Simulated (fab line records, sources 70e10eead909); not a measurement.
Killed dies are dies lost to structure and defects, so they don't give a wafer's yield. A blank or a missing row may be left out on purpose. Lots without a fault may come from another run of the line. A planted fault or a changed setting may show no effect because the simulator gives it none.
Chamber matching | flow nand_harc | NHARC_A_STAIRCASE_DESCUM_270 on rie_diel-10: 4 sister chambers
The step chemistry O2, time 3 s. 8 wafers are shown with their chamber, then 8 later ones without.

WAFERS WITH THEIR CHAMBER
wafer  | chamber | drypump_motor_current_A (A) | showerhead_plenum_p_Torr (Torr)
L085.2 | 3       | 5.7                         | 1.93
L085.6 | 0       | 5.0                         | 2.05
L088.5 | 1       | 5.5                         | 2.03
L088.6 | 2       | 5.1                         | 2.05
L091.2 | 1       | 5.6                         | 2.03
L091.3 | 2       | 5.1                         | 2.05
L091.4 | 0       | 5.0                         | 2.05
L092.2 | 3       | 5.8                         | 1.92

WAFERS WITHOUT THEIR CHAMBER
wafer  | drypump_motor_current_A (A) | showerhead_plenum_p_Torr (Torr)
L092.4 | 5.1                         | 2.05
L092.6 | 5.5                         | 2.03
L095.1 | 5.5                         | 2.03
L095.2 | 5.8                         | 1.92
L095.6 | 5.1                         | 2.05
L096.1 | 5.1                         | 2.04
L096.4 | 5.0                         | 2.04
L096.6 | 5.5                         | 2.02

WHICH CHAMBER EACH WENT THROUGH
wafer  | from the rows above     | in truth
L092.4 | 2                       | 2
L092.6 | 1                       | 1
L095.1 | 1                       | 1
L095.2 | 3                       | 3
L095.6 | 2                       | 2
L096.1 | can't be placed: 2 or 0 | 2
L096.4 | can't be placed: 0 or 2 | 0
L096.6 | 1                       | 1
Placed correctly: 6 of 8. Can't be placed from these rows: 2 (the true chamber is among the candidates in 2). Placed wrongly: 0.
How it was worked out, from the rows above alone: a wafer's distance from a chamber is the root of the sum, over the readings, of the square of ((its reading less the chamber's mean) divided by the reading's scatter). The wafer belongs to the nearest chamber; if the next one is less than 2 further off, it can't be placed. A chamber's mean is the mean of its shown wafers. The scatter: the root of (the sum of the squares of (reading less its chamber's mean) over the shown wafers, divided by (wafers less chambers)).
